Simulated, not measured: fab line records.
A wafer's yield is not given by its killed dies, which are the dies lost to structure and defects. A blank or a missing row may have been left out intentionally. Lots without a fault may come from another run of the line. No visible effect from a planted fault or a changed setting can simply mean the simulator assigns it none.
Matching of chambers :: flow n5-finfet :: pecvd-03 running N5_BEOL_M15_DEP_53: 3 sister chambers
The step deposits SiCN from 3MS/NH3, target thk 50 nm, time 17.8 s. 6 wafers are shown with their chamber, then 7 later ones without.

## WAFERS PAIRED WITH THEIR CHAMBERS
wafer: L176.1
chamber: 2
throttle-valve-pct (%): 16.2
showerhead-plenum-p-Torr (Torr): 4.132

wafer: L176.3
chamber: 1
throttle-valve-pct (%): 19.3
showerhead-plenum-p-Torr (Torr): 4.171

wafer: L182.1
chamber: 1
throttle-valve-pct (%): 19.1
showerhead-plenum-p-Torr (Torr): 4.169

wafer: L182.4
chamber: 0
throttle-valve-pct (%): 18.2
showerhead-plenum-p-Torr (Torr): 4.166

wafer: L181.2
chamber: 0
throttle-valve-pct (%): 18.1
showerhead-plenum-p-Torr (Torr): 4.163

wafer: L181.4
chamber: 2
throttle-valve-pct (%): 16.3
showerhead-plenum-p-Torr (Torr): 4.137

## WAFERS WITH NO CHAMBER GIVEN
wafer: L181.5
throttle-valve-pct (%): 19.0
showerhead-plenum-p-Torr (Torr): 4.162

wafer: L184.1
throttle-valve-pct (%): 18.8
showerhead-plenum-p-Torr (Torr): 4.159

wafer: L184.5
throttle-valve-pct (%): 18.5
showerhead-plenum-p-Torr (Torr): 4.155

wafer: L184.6
throttle-valve-pct (%): 16.4
showerhead-plenum-p-Torr (Torr): 4.126

wafer: L187.2
throttle-valve-pct (%): 18.1
showerhead-plenum-p-Torr (Torr): 4.172

wafer: L187.3
throttle-valve-pct (%): 19.1
showerhead-plenum-p-Torr (Torr): 4.181

wafer: L187.4
throttle-valve-pct (%): 18.1
showerhead-plenum-p-Torr (Torr): 4.163

## THE CHAMBER EACH PASSED THROUGH
wafer: L181.5
from the rows above: 1
in truth: 1

wafer: L184.1
from the rows above: can't be placed: 1 or 0
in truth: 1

wafer: L184.5
from the rows above: 0
in truth: 0

wafer: L184.6
from the rows above: 2
in truth: 2

wafer: L187.2
from the rows above: 0
in truth: 0

wafer: L187.3
from the rows above: 1
in truth: 1

wafer: L187.4
from the rows above: 0
in truth: 0
Correct placement for 6 of the 7. Can't be placed from these rows: 1 (the true chamber is among the candidates in 1). 0 placed wrongly.
How it was worked out, from the rows above alone: a wafer's distance from a chamber is the root of the sum, over the readings, of the square of ((its reading less the chamber's mean) divided by the reading's scatter). If the next closest chamber is less than 2 further off than the closest, the wafer can't be placed; otherwise it belongs to the closest. The mean given for a chamber averages the wafers shown for that chamber. The scatter: the root of (the sum of the squares of (reading less its chamber's mean) over the shown wafers, divided by (wafers less chambers)).
